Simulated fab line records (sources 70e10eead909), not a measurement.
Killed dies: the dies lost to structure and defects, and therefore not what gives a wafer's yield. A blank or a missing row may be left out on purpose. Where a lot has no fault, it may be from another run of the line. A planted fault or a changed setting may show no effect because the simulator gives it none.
Chamber matching | flow nand_harc | 4 sister chambers for NHARC_P_GATE_ETCH_32 on rie_si-06
The step etches the open film in HBr/Cl2, target depth 150 nm, time 100.1 s. 8 wafers are shown with their chamber, then 8 later ones without.

WAFERS WITH THEIR CHAMBER
wafer  | chamber | drypump_motor_current_A (A) | oes_product_au (a.u.)
L076.1 | 2       | 6.0                         | 0.989
L079.6 | 2       | 6.0                         | 0.987
L083.1 | 0       | 5.0                         | 0.973
L083.3 | 3       | 5.9                         | 1.001
L084.1 | 1       | 6.2                         | 1.002
L084.3 | 0       | 5.0                         | 0.973
L084.5 | 3       | 5.9                         | 1.005
L085.2 | 1       | 6.3                         | 1.007

WAFERS MISSING THEIR CHAMBER
wafer  | drypump_motor_current_A (A) | oes_product_au (a.u.)
L085.3 | 5.9                         | 1.016
L085.6 | 5.0                         | 0.986
L087.1 | 5.9                         | 1.003
L087.2 | 5.0                         | 0.978
L087.6 | 6.0                         | 0.995
L094.1 | 5.8                         | 0.982
L094.4 | 6.0                         | 0.989
L094.5 | 5.0                         | 0.980

WHICH CHAMBER EACH WENT THROUGH
wafer  | from the rows above     | in truth
L085.3 | 3                       | 3
L085.6 | 0                       | 0
L087.1 | 3                       | 3
L087.2 | 0                       | 0
L087.6 | can't be placed: 2 or 3 | 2
L094.1 | 2                       | 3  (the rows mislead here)
L094.4 | 2                       | 2
L094.5 | 0                       | 0
Placed correctly: 6 of 8. Can't be placed from these rows: 1 (the true chamber is among the candidates in 1). Number placed wrongly: 1.
How it was worked out, from the rows above alone: a wafer's distance from a chamber is the root of the sum, over the readings, of the square of ((its reading less the chamber's mean) divided by the reading's scatter). If the next closest chamber is less than 2 further off than the closest, the wafer can't be placed; otherwise it belongs to the closest. Each chamber's mean is taken over the wafers shown for it. The scatter: take each reading less its chamber's mean, square it, sum over the shown wafers, divide by the number of wafers less the number of chambers, and take the root.
